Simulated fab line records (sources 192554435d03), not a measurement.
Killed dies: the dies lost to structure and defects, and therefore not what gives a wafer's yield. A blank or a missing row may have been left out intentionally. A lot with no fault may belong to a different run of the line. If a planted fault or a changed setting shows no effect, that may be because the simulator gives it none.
fab line records    flow n5-finfet
record lots=7  wafers=39
route steps=1938 shown PMOS_HMC_CHANNEL_EPI@64 FIN_SAQP@130 SD_EPI_P@321 SD_ACTIVATION@330 GATE_CUT@469 MOL_CONTACT_COAG@547
start-h: hours from the record's opening day to when the first of the lot's shown wafers began    wait-h: hours from the lot's prior step to this one    " the same as in the row above    L1.1+2: several wafers, shown together as one row    - value missing, or start not given    * or withheld: withheld    < > ~ a bound
route shown NAME@n: a module of which the file shows steps, and the number in the route of the first    usual: mean/standard deviation taken from wafers without a fault    same: alike in all rows    chamber/n: place in a boat    sites: the reading at each site    _std_site: the values' standard deviation    _edge_site: outer sites' mean less inner sites'    radius-mm: for every site, how far away it sits from the centre of the wafer    mask NAME#n: copy n    behind: the tool/chamber that last shaped the wafer    hold: reason for holding the lot/hours on hold/outcome of the hold    device: whichever transistor did not switch (one of n, p or np)    end of line: the route-end tests of the same wafers    a step given without rows: its recipe and nothing more    killed: dies lost to structure and defects at the first sort, not the wafer's yield    map: a wafer's dies, x killed, . not, _ none there
set.NAME: the setting the step ran with; set.NAME@STEP: the setting that earlier step ran with    model.NAME: the simulator's own value behind a step, which no gauge read
lots with deliberately changed settings; one table per step, one row per wafer
## steps
# step N5_PMOS_HMC_CHANNEL_EPI_DEVELOP_08
# recipe develop-time-s=30  developer=TMAH  resist=CAR-ArF-block  dev-temp-c=23  rinse-liquid=diw  dry=air-spin
lot.wafer         tool            chamber  start-h  wait-h  set.develop-time-s
L074.1+2+3        litho-track-01  0        -        -       30
L074.4+5+6        "               0        "        "       25.07
L077.1+2+3        litho-track-02  0        -        -       20.45
L077.4+5+6        "               0        "        "       30
L079.1+3+5        litho-track-02  0        -        -       30
L079.2+4+6        "               0        "        "       47.66
L081.1+2+3+4+5+6  litho-track-01  0        -        -       30
L083.2+5+6        litho-track-01  0        -        -       30
L088.1+5+6        litho-track-04  0        -        -       35.76
L088.2+3+4        "               0        "        "       30
L090.1+2+4        litho-track-02  0        -        -       30
L090.3+5+6        "               0        "        "       15.86
# step N5_PMOS_HMC_CHANNEL_EPI_CD_MEAS_09
# recipe target-cd-nm=237.4  landing-energy-ev=500  detector=se-inlens
# usual cd-nm=237.3/0.76
lot.wafer  tool       chamber  start-h  wait-h  set.develop-time-s@PMOS_HMC_CHANNEL_EPI_DEVELOP_08  cd-nm
L074.1     cd-sem-01  0        17.28    -       30                                                  237.3
L074.2     "          0        "        "       30                                                  237.0
L074.3     "          0        "        "       30                                                  237.8
L074.4     "          0        "        "       25.07                                               236.0
L074.5     "          0        "        "       25.07                                               235.2
L074.6     "          0        "        "       25.07                                               235.5
L077.1     cd-sem-02  0        35.48    -       20.45                                               235.6
L077.2     "          0        "        "       20.45                                               234.8
L077.3     "          0        "        "       20.45                                               236.0
L077.4     "          0        "        "       30                                                  238.6
L077.5     "          0        "        "       30                                                  238.0
L077.6     "          0        "        "       30                                                  237.0
L079.1     cd-sem-01  0        47.35    -       30                                                  237.9
L079.2     "          0        "        "       47.66                                               241.7
L079.3     "          0        "        "       30                                                  237.4
L079.4     "          0        "        "       47.66                                               241.1
L079.5     "          0        "        "       30                                                  237.3
L079.6     "          0        "        "       47.66                                               240.3
L081.1     cd-sem-02  0        59.81    -       30                                                  237.7
L081.2     "          0        "        "       30                                                  237.2
L081.3     "          0        "        "       30                                                  237.4
L081.4     "          0        "        "       30                                                  237.0
L081.5     "          0        "        "       30                                                  238.6
L081.6     "          0        "        "       30                                                  237.0
L083.2     cd-sem-03  0        71.76    -       30                                                  237.7
L083.5     "          0        "        "       30                                                  237.9
L083.6     "          0        "        "       30                                                  237.8
L088.1     cd-sem-03  0        101.06   -       35.76                                               237.6
L088.2     "          0        "        "       30                                                  237.3
L088.3     "          0        "        "       30                                                  236.8
L088.4     "          0        "        "       30                                                  236.7
L088.5     "          0        "        "       35.76                                               238.5
L088.6     "          0        "        "       35.76                                               239.3
L090.1     cd-sem-03  0        113.82   -       30                                                  237.4
L090.2     "          0        "        "       30                                                  238.4
L090.3     "          0        "        "       15.86                                               233.6
L090.4     "          0        "        "       30                                                  238.7
L090.5     "          0        "        "       15.86                                               235.4
L090.6     "          0        "        "       15.86                                               233.9
# step N5_PMOS_HMC_CHANNEL_EPI_DESCUM_14
# recipe chemistry=O2  time-s=7.9  source-power-w=50  bias-power-w=20  pressure-mtorr=20  rf-frequency-hz=2.712e+07  temp-c=40  resist=CAR-ArF-block  o2-flow-sccm=225
lot.wafer  tool         chamber  start-h  wait-h  set.develop-time-s@PMOS_HMC_CHANNEL_EPI_DEVELOP_08  model.PMOS_HMC_CHANNEL_EPI.cd-nm
L074.1     rie-diel-03  2        17.37    0.0     30                                                  237.6
L074.2     "            1        "        "       30                                                  236.7
L074.3     "            3        "        "       30                                                  237.8
L074.4     "            0        "        "       25.07                                               236
L074.5     "            2        "        "       25.07                                               235.3
L074.6     "            3        "        "       25.07                                               235.5
L077.1+3   rie-diel-01  2,1      35.57    0.0     20.45                                               235.8
L077.2     "            0        "        "       20.45                                               234.6
L077.4     "            1        "        "       30                                                  238.9
L077.5     "            0        "        "       30                                                  238.3
L077.6     "            2        "        "       30                                                  236.8
L079.1     rie-diel-02  3        47.44    0.0     30                                                  237.8
L079.2     "            1        "        "       47.66                                               241.7
L079.3     "            0        "        "       30                                                  237.6
L079.4     "            2        "        "       47.66                                               241
L079.5     "            1        "        "       30                                                  236.9
L079.6     "            0        "        "       47.66                                               240.3
L081.1+5   rie-diel-01  3,0      59.90    0.0     30                                                  238.3
L081.2     "            1        "        "       30                                                  237.6
L081.3     "            0        "        "       30                                                  237.3
L081.4     "            2        "        "       30                                                  236.9
L081.6     "            3        "        "       30                                                  237.1
L083.2     rie-diel-03  3        71.90    0.0     30                                                  237.5
L083.5     "            1        "        "       30                                                  237.6
L083.6     "            2        "        "       30                                                  237.8
L088.1     rie-diel-03  2        101.15   0.0     35.76                                               237.6
L088.2     "            1        "        "       30                                                  237.2
L088.3     "            0        "        "       30                                                  237.3
L088.4     "            2        "        "       30                                                  236.8
L088.5     "            0        "        "       35.76                                               238.2
L088.6     "            1        "        "       35.76                                               239.1
L090.1     rie-diel-01  0        113.91   0.0     30                                                  237.7
L090.2     "            2        "        "       30                                                  238.1
L090.3     "            1        "        "       15.86                                               233.6
L090.4     "            3        "        "       30                                                  238.4
L090.5     "            3        "        "       15.86                                               235.5
L090.6     "            0        "        "       15.86                                               233.7
# step N5_PMOS_HMC_CHANNEL_EPI_ETCH_32
# recipe chemistry=N2/H2  target=BARC  stop-on=SiO2  target-depth-a=858  over-etch-frac=0.3  time-s=50.3  ion-energy-ev=200  mask-material=CAR-ArF-block  pressure-mtorr=30  source-w=840  bias-w=150  n2-flow-sccm=200  h2-flow-sccm=200
lot.wafer  tool         chamber  start-h  wait-h  set.develop-time-s@PMOS_HMC_CHANNEL_EPI_DEVELOP_08  model.PMOS_HMC_CHANNEL_EPI.cd-nm
L074.1+2   rie-diel-03  2,1      17.41    0.0     30                                                  239.7
L074.3     "            3        "        "       30                                                  240.7
L074.4     "            0        "        "       25.07                                               238.2
L074.5     "            2        "        "       25.07                                               237.7
L074.6     "            3        "        "       25.07                                               237.8
L077.1     rie-diel-01  2        35.60    0.0     20.45                                               239.6
L077.2     "            0        "        "       20.45                                               237.9
L077.3     "            1        "        "       20.45                                               239
L077.4     "            1        "        "       30                                                  242.6
L077.5     "            0        "        "       30                                                  241.5
L077.6     "            2        "        "       30                                                  240.9
L079.1     rie-diel-02  3        47.47    0.0     30                                                  240.2
L079.2     "            1        "        "       47.66                                               243.9
L079.3     "            0        "        "       30                                                  240.5
L079.4     "            2        "        "       47.66                                               244.2
L079.5     "            1        "        "       30                                                  239.2
L079.6     "            0        "        "       47.66                                               243.3
L081.1     rie-diel-01  3        59.94    0.0     30                                                  241.2
L081.2     "            1        "        "       30                                                  240.6
L081.3     "            0        "        "       30                                                  239.7
L081.4     "            2        "        "       30                                                  239.9
L081.5     "            0        "        "       30                                                  240.5
L081.6     "            3        "        "       30                                                  240
L083.2     rie-diel-03  3        71.93    0.0     30                                                  239.9
L083.5     "            1        "        "       30                                                  240.2
L083.6     "            2        "        "       30                                                  240.8
L088.1     rie-diel-03  2        101.19   0.0     35.76                                               241.1
L088.2     "            1        "        "       30                                                  240.2
L088.3     "            0        "        "       30                                                  239.6
L088.4     "            2        "        "       30                                                  240.3
L088.5     "            0        "        "       35.76                                               240.8
L088.6     "            1        "        "       35.76                                               242.6
L090.1     rie-diel-01  0        113.95   0.0     30                                                  239.9
L090.2     "            2        "        "       30                                                  240.8
L090.3     "            1        "        "       15.86                                               236.8
L090.4     "            3        "        "       30                                                  240.9
L090.5     "            3        "        "       15.86                                               238.1
L090.6     "            0        "        "       15.86                                               235.8
# step N5_FIN_SAQP_ETCH_65
# recipe chemistry=CF4  target=SiO2  target-depth-a=40  ion-energy-ev=350  time-s=4.4  pressure-mtorr=10  icp-w=800  bias-w=400  cf4-flow-sccm=80
lot.wafer  tool       chamber  start-h  wait-h  set.time-s  model.etch.depth-nm
L074.1     rie-si-06  1        26.66    0.1     2.95        2.688
L074.2     "          0        "        "       4.4         4.005
L074.3     "          3        "        "       4.4         4.012
L074.4     "          2        "        "       4.4         4.02
L074.5     "          1        "        "       2.95        2.659
L074.6     "          2        "        "       2.95        2.678
L077.1     rie-si-05  0        43.41    0.1     4.4         4.05
L077.2     "          2        "        "       4.4         4.018
L077.3     "          3        "        "       2.151       1.992
L077.4     "          1        "        "       2.151       1.986
L077.5     "          0        "        "       2.151       1.993
L077.6     "          3        "        "       4.4         4.087
L079.1     rie-si-06  1        55.57    0.1     4.4         4.009
L079.2     "          3        "        "       4.4         3.996
L079.3     "          2        "        "       4.4         3.98
L079.4     "          0        "        "       5.168       4.681
L079.5     "          3        "        "       5.168       4.646
L079.6     "          0        "        "       5.168       4.683
L081.1     rie-si-05  0        67.42    0.1     4.4         4.074
L081.2     "          2        "        "       6.988       6.323
L081.3     "          3        "        "       4.4         4.093
L081.4     "          1        "        "       6.988       6.442
L081.5     "          1        "        "       6.988       6.455
L081.6     "          0        "        "       4.4         4.052
L083.2     rie-si-03  1        79.87    0.1     4.4         3.988
L083.5     "          1        "        "       4.4         3.968
L083.6     "          0        "        "       4.4         3.953
L088.1     rie-si-06  2        108.27   0.1     3.474       3.199
L088.2     "          0        "        "       3.474       3.166
L088.3     "          3        "        "       4.4         3.984
L088.4     "          1        "        "       4.4         4.036
L088.5     "          0        "        "       4.4         4.018
L088.6     "          1        "        "       3.474       3.184
L090.1     rie-si-06  2        121.09   0.1     6.516       6.012
L090.2     "          1        "        "       4.4         4.018
L090.3     "          0        "        "       6.516       5.957
L090.4     "          3        "        "       6.516       5.98
L090.5     "          1        "        "       4.4         4.036
L090.6     "          2        "        "       4.4         4.037
# step N5_SD_EPI_P_EPI_21
# recipe material=SiGe:B  dopant=B  temp-c=550  pressure-torr=20  ambient=H2  time-s=355
lot.wafer   tool          chamber  start-h  wait-h  set.time-s  model.SiGe-B_of_SD_EPI_P_EPI_21.thk-nm
L074.1      epi-rpcvd-04  0        60.16    0.1     355         61.4
L074.2      "             0        "        "       248.2       46.6
L074.3      "             0        "        "       355         61.6
L074.4      "             0        "        "       355         61.2
L074.5      "             0        "        "       248.2       46.2
L074.6      "             0        "        "       248.2       46.4
L077.1+6    epi-rpcvd-01  0        73.04    0.1     355         59.8
L077.2      "             0        "        "       301.5       54.2
L077.3      "             0        "        "       355         59.6
L077.4      "             0        "        "       301.5       53.8
L077.5      "             0        "        "       301.5       54.4
L079.1      epi-rpcvd-01  0        87.21    0.1     475.6       74.2
L079.2+5+6  "             0        "        "       355         61.2
L079.3      "             0        "        "       475.6       74.4
L079.4      "             0        "        "       475.6       74
L081.1      epi-rpcvd-03  0        98.05    0.2     270.9       49.2
L081.2      "             0        "        "       355         59.8
L081.3      "             0        "        "       355         59.4
L081.4      "             0        "        "       355         59.6
L081.5      "             0        "        "       270.9       50.2
L081.6      "             0        "        "       270.9       49.4
L083.2      epi-rpcvd-04  0        110.63   0.5     355         61.6
L083.5      "             0        111.71   1.5     355         61.4
L083.6      "             0        "        "       355         61.8
L088.1+2+5  epi-rpcvd-01  0        143.27   0.1     160         30
L088.3+4    "             0        "        "       355         62
L088.6      "             0        145.07   1.8     355         61.4
L090.1      epi-rpcvd-03  0        150.77   0.1     355         61
L090.2      "             0        "        "       427.1       69.2
L090.3      "             0        "        "       427.1       68.8
L090.4      "             0        "        "       427.1       68.6
L090.5      "             0        "        "       355         60.6
L090.6      "             0        "        "       355         59.8
# step N5_SD_EPI_P_EPI_MEAS_23
# recipe mode=xrd
# usual thk-nm=60.8/1.2
lot.wafer  tool           chamber  start-h  wait-h  set.time-s@SD_EPI_P_EPI_21  thk-nm
L074.1     film-metro-02  -        62.37    1.9     355                         60.8
L074.2     "              -        "        "       248.2                       45.9
L074.3     "              -        "        "       355                         62.0
L074.4     "              -        "        "       355                         63.8
L074.5     "              -        "        "       248.2                       46.4
L074.6     "              -        "        "       248.2                       46.5
L077.1     film-metro-02  -        75.24    1.8     355                         59.6
L077.2     "              -        "        "       301.5                       55.7
L077.3     "              -        "        "       355                         59.1
L077.4     "              -        "        "       301.5                       53.9
L077.5     "              -        "        "       301.5                       54.8
L077.6     "              -        "        "       355                         59.7
L079.1     film-metro-01  -        89.40    1.8     475.6                       73.4
L079.2     "              -        "        "       355                         62.1
L079.3     "              -        "        "       475.6                       74.6
L079.4     "              -        "        "       475.6                       75.1
L079.5     "              -        "        "       355                         61.5
L079.6     "              -        "        "       355                         60.1
L081.1     film-metro-01  -        100.96   2.5     270.9                       49.0
L081.2     "              -        "        "       355                         57.7
L081.3     "              -        "        "       355                         60.6
L081.4     "              -        "        "       355                         57.8
L081.5     "              -        "        "       270.9                       49.4
L081.6     "              -        "        "       270.9                       49.3
L083.2     film-metro-02  -        112.46   1.5     355                         61.3
L083.5     "              -        "        "       355                         60.1
L083.6     "              -        "        "       355                         63.1
L088.1     film-metro-01  -        145.47   1.9     160                         29.7
L088.2     "              -        "        "       160                         29.8
L088.3     "              -        "        "       355                         60.8
L088.4     "              -        "        "       355                         61.7
L088.5     "              -        "        "       160                         30.5
L088.6     "              -        "        "       355                         61.7
L090.1     film-metro-02  -        152.97   1.8     355                         60.0
L090.2     "              -        "        "       427.1                       68.7
L090.3     "              -        "        "       427.1                       68.4
L090.4     "              -        "        "       427.1                       68.3
L090.5     "              -        "        "       355                         62.2
L090.6     "              -        "        "       355                         58.9
# step N5_SD_EPI_P_HM_STRIP_48
# recipe chemistry=H3PO4  temp-c=160  material=SiNx  target=SiNx  target-depth-a=30  overetch-fraction=0.3
# step N5_SD_EPI_P_SRD_49
# recipe dry=ipa-marangoni  time-s=30  temp-c=23  rinse-liquid=diw
# step N5_SD_EPI_P_PRECLEAN_24
# recipe chemistry=O3/DIW  time-s=45  temp-c=22  o3-ppm=10
lot.wafer  tool          chamber  start-h  wait-h  set.time-s@SD_EPI_P_EPI_21  model.SiGe-B_of_SD_EPI_P_EPI_21.thk-nm
L074.1     wet-bench-02  3        62.47    0.0     355                         61
L074.2+6   "             0,2      "        "       248.2                       46.2
L074.3     "             4        "        "       355                         61.2
L074.4     "             1        "        "       355                         60.8
L074.5     "             7        "        "       248.2                       45.8
L077.1+3   wet-bench-04  2,0      75.35    0.0     355                         59.2
L077.2     "             5        "        "       301.5                       53.8
L077.4     "             7        "        "       301.5                       53.4
L077.5     "             6        "        "       301.5                       54
L077.6     "             1        "        "       355                         59.4
L079.1     wet-bench-01  7        89.51    0.0     475.6                       73.6
L079.2+5   "             1,0      "        "       355                         60.8
L079.3     "             5        "        "       475.6                       74
L079.4     "             2        "        "       475.6                       73.4
L079.6     "             6        "        "       355                         60.6
L081.1     wet-bench-01  4        101.09   0.0     270.9                       49
L081.2     "             6        "        "       355                         59.4
L081.3     "             1        "        "       355                         59
L081.4     "             0        "        "       355                         59.2
L081.5     "             7        "        "       270.9                       50
L081.6     "             5        "        "       270.9                       49.2
L083.2     wet-bench-04  3        112.57   0.0     355                         61.2
L083.5     "             0        "        "       355                         61
L083.6     "             5        "        "       355                         61.4
L088.1+5   wet-bench-02  6,2      145.59   0.0     160                         29.8
L088.2     "             1        "        "       160                         29.6
L088.3     "             5        "        "       355                         61.4
L088.4     "             3        "        "       355                         61.6
L088.6     "             4        "        "       355                         61
L090.1     wet-bench-04  2        153.07   0.0     355                         60.6
L090.2     "             7        "        "       427.1                       68.6
L090.3     "             5        "        "       427.1                       68.4
L090.4     "             6        "        "       427.1                       68.2
L090.5     "             4        "        "       355                         60.2
L090.6     "             3        "        "       355                         59.4
# step N5_SD_EPI_P_PRECLEAN_32
# recipe chemistry=dHF  time-s=10  dilution=500:1  temp-c=25
# step N5_SD_EPI_P_PRECLEAN_33
# recipe chemistry=SC2  time-s=45  temp-c=35  mix=1:1:50
# step N5_SD_ACTIVATION_RTA_00
# recipe temp-c=975  time-s=0  ambient=N2  idle-temp-c=600  ramp-up-c-per-s=150  ramp-down-c-per-s=60  cool-to-c=600
# step N5_SD_ACTIVATION_LSA_01
# recipe temp-c=1080  time-s=0.0008  ambient=N2
# step N5_SD_ACTIVATION_RS_MEAS_03
# recipe thk-meas-gauge=four-point-probe
# usual RS_SD_N=21.88/0.29  RS_SD_P=56.3/0.88
lot.wafer  tool           chamber  start-h  wait-h  set.time-s@SD_EPI_P_EPI_21  RS_SD_N[ohm/sq]  RS_SD_P[ohm/sq]
L074.1     film-metro-02  -        63.04    0.2     355                         21.61            56.2
L074.2     "              -        "        "       248.2                       21.76            74.0
L074.3     "              -        "        "       355                         21.72            55.9
L074.4     "              -        "        "       355                         21.40            56.3
L074.5     "              -        "        "       248.2                       21.37            75.2
L074.6     "              -        "        "       248.2                       21.43            74.9
L077.1     film-metro-02  -        76.31    0.2     355                         21.49            57.2
L077.2     "              -        "        "       301.5                       21.63            62.8
L077.3     "              -        "        "       355                         21.57            57.5
L077.4     "              -        "        "       301.5                       21.41            64.0
L077.5     "              -        "        "       301.5                       21.33            62.0
L077.6     "              -        "        "       355                         21.66            56.7
L079.1     film-metro-02  -        90.01    0.2     475.6                       21.30            45.8
L079.2     "              -        "        "       355                         21.55            55.6
L079.3     "              -        "        "       475.6                       21.80            45.6
L079.4     "              -        "        "       475.6                       21.80            46.0
L079.5     "              -        "        "       355                         21.43            55.3
L079.6     "              -        "        "       355                         21.61            54.9
L081.1     film-metro-01  -        101.73   0.2     270.9                       21.53            69.9
L081.2     "              -        "        "       355                         21.95            57.5
L081.3     "              -        "        "       355                         21.85            58.3
L081.4     "              -        "        "       355                         21.44            56.9
L081.5     "              -        "        "       270.9                       21.77            68.3
L081.6     "              -        "        "       270.9                       21.90            69.6
L083.2     film-metro-01  -        113.09   0.2     355                         21.94            56.5
L083.5     "              -        "        "       355                         21.72            56.4
L083.6     "              -        "        "       355                         21.81            55.4
L088.1     film-metro-02  -        146.27   0.2     160                         21.80            114.2
L088.2     "              -        "        "       160                         21.70            113.0
L088.3     "              -        "        "       355                         21.59            55.1
L088.4     "              -        "        "       355                         21.97            55.0
L088.5     "              -        "        "       160                         21.60            112.4
L088.6     "              -        "        "       355                         21.65            55.1
L090.1     film-metro-02  -        153.57   0.2     355                         22.66            55.9
L090.2     "              -        "        "       427.1                       22.10            49.5
L090.3     "              -        "        "       427.1                       22.50            49.9
L090.4     "              -        "        "       427.1                       22.19            49.6
L090.5     "              -        "        "       355                         22.26            55.8
L090.6     "              -        "        "       355                         22.22            57.4
# step N5_GATE_CUT_ETCH_58
# recipe chemistry=CH3F/O2  target=SiNx  target-depth-a=170  time-s=128.6  ion-energy-ev=50  pressure-mtorr=30  source-w=415  bias-w=21  Ar_flow_sccm=150  CH3F_flow_sccm=30  O2_flow_sccm=20
lot.wafer  tool         chamber  start-h  wait-h  set.target-depth-a  model.etch.depth-nm  model.SiNx_of_SDB_ALD_29.thk-nm
L074.1     rie-diel-02  1        85.77    0.0     254.8               25.57                23.2
L074.2     "            3        "        "       170                 16.78                24.6
L074.3     "            0        "        "       170                 17.04                24.4
L074.4     "            2        "        "       254.8               25.9                 23.2
L074.5     "            3        "        "       254.8               25.19                23.2
L074.6     "            0        "        "       170                 16.91                24.4
L077.1     rie-diel-03  1        97.60    0.0     170                 16.95                24.4
L077.2     "            0        "        "       133.3               13.11                25.2
L077.3     "            2        "        "       170                 17.18                24.4
L077.4     "            2        "        "       133.3               13.4                 25.2
L077.5     "            1        "        "       170                 16.94                24.6
L077.6     "            0        "        "       133.3               13.05                25.2
L079.1     rie-diel-01  3        111.52   0.0     170                 16.99                24.6
L079.2     "            2        "        "       139.1               14.14                25
L079.3     "            1        "        "       139.1               14.08                25
L079.4     "            0        "        "       170                 17.08                24.6
L079.5     "            3        "        "       139.1               13.89                25
L079.6     "            0        "        "       170                 17                   24.6
L081.1     rie-diel-03  3        124.20   0.0     170                 17.63                24.6
L081.2     "            1        "        "       170                 17.05                24.4
L081.3     "            0        "        "       170                 17.06                24.6
L081.4     "            2        "        "       170                 17.26                24.6
L081.5     "            2        "        "       170                 17.19                24.8
L081.6     "            3        "        "       170                 17.68                24.4
L083.2     rie-diel-03  2        134.94   0.1     170                 17                   24.6
L083.5     "            3        "        "       170                 17.51                24.6
L083.6     "            0        "        "       170                 16.97                24.6
L088.1     rie-diel-02  0        168.00   0.1     170                 17.12                24.6
L088.2     "            1        "        "       170                 17.01                24.6
L088.3     "            2        "        "       170                 17.23                24.4
L088.4     "            3        "        "       170                 16.81                24.4
L088.5     "            1        "        "       170                 17.16                24.6
L088.6     "            2        "        "       170                 17.11                24.6
L090.1     rie-diel-02  0        174.82   0.0     170                 16.97                24.6
L090.2     "            3        "        "       241                 23.68                23.8
L090.3     "            1        "        "       170                 16.93                24.6
L090.4     "            2        "        "       241                 24.27                23.4
L090.5     "            3        "        "       241                 23.86                23.6
L090.6     "            0        "        "       170                 16.93                24.8
# step N5_MOL_CONTACT_COAG_SPUTTER_143
# recipe material=Co  target-thk-a=25  temp-c=25  chamber-pressure-pa=0.2
lot.wafer   tool            chamber  start-h  wait-h  set.target-thk-a  model.Co_of_MOL_CONTACT_COAG_SPUTTER_143.thk-nm
L074.1+3+6  pvd-sputter-02  -        96.05    0.0     39.92             4
L074.2+4+5  "               -        "        "       25                2.4
L077.1+4    pvd-sputter-02  -        108.59   0.0     25                2.4
L077.2+3+5  "               -        "        "       32.89             3.2
L077.6      "               -        "        "       25                2.2
L079.1+2+6  pvd-sputter-02  -        120.88   0.0     11.56             1
L079.3+4+5  "               -        "        "       25                2.4
L081.1+3+4  pvd-sputter-02  -        135.24   0.0     15.08             1.4
L081.2+5+6  "               -        "        "       25                2.4
L083.2+5+6  pvd-sputter-03  -        146.36   0.0     25                2.4
L088.1+2+3  pvd-sputter-03  -        177.15   0.0     25                2.4
L088.4+5+6  "               -        "        "       32.57             3.2
L090.1+3+5  pvd-sputter-01  -        185.83   0.0     21.11             2.2
L090.2+4+6  "               -        "        "       25                2.6
## key
split step=N5_PMOS_HMC_CHANNEL_EPI_DEVELOP_08  setting=develop-time-s  stated=30  by=wafer
response step=N5_PMOS_HMC_CHANNEL_EPI_CD_MEAS_09  reading=cd-nm  change=+0.0711  per=1%  r=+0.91
response step=N5_PMOS_HMC_CHANNEL_EPI_DESCUM_14  reading=model.PMOS_HMC_CHANNEL_EPI.cd-nm  change=+0.0713  per=1%  r=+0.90
response step=N5_PMOS_HMC_CHANNEL_EPI_ETCH_32  reading=model.PMOS_HMC_CHANNEL_EPI.cd-nm  change=+0.0749  per=1%  r=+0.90
split step=N5_FIN_SAQP_ETCH_65  setting=time-s  stated=4.4  by=wafer
response step=N5_FIN_SAQP_ETCH_65  reading=model.etch.depth-nm  change=+0.0401  per=1%  r=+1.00
split step=N5_SD_EPI_P_EPI_21  setting=time-s  stated=355  by=wafer
response step=N5_SD_EPI_P_EPI_21  reading=model.SiGe-B_of_SD_EPI_P_EPI_21.thk-nm  change=+0.499  per=1%  r=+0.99
response step=N5_SD_EPI_P_EPI_MEAS_23  reading=thk-nm  change=*  per=1%  r=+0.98
response step=N5_SD_EPI_P_PRECLEAN_24  reading=model.SiGe-B_of_SD_EPI_P_EPI_21.thk-nm  change=+0.495  per=1%  r=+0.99
response step=N5_SD_ACTIVATION_RS_MEAS_03  reading=RS_SD_P  change=-0.729  per=1%  r=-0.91
split step=N5_GATE_CUT_ETCH_58  setting=target-depth-a  stated=170  by=wafer
response step=N5_GATE_CUT_ETCH_58  reading=model.etch.depth-nm  change=+0.171  per=1%  r=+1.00
response step=N5_GATE_CUT_ETCH_58  reading=model.SiNx_of_SDB_ALD_29.thk-nm  change=-0.026  per=1%  r=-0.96
split step=N5_MOL_CONTACT_COAG_SPUTTER_143  setting=target-thk-a  stated=25  by=wafer
response step=N5_MOL_CONTACT_COAG_SPUTTER_143  reading=model.Co_of_MOL_CONTACT_COAG_SPUTTER_143.thk-nm  change=+0.0263  per=1%  r=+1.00
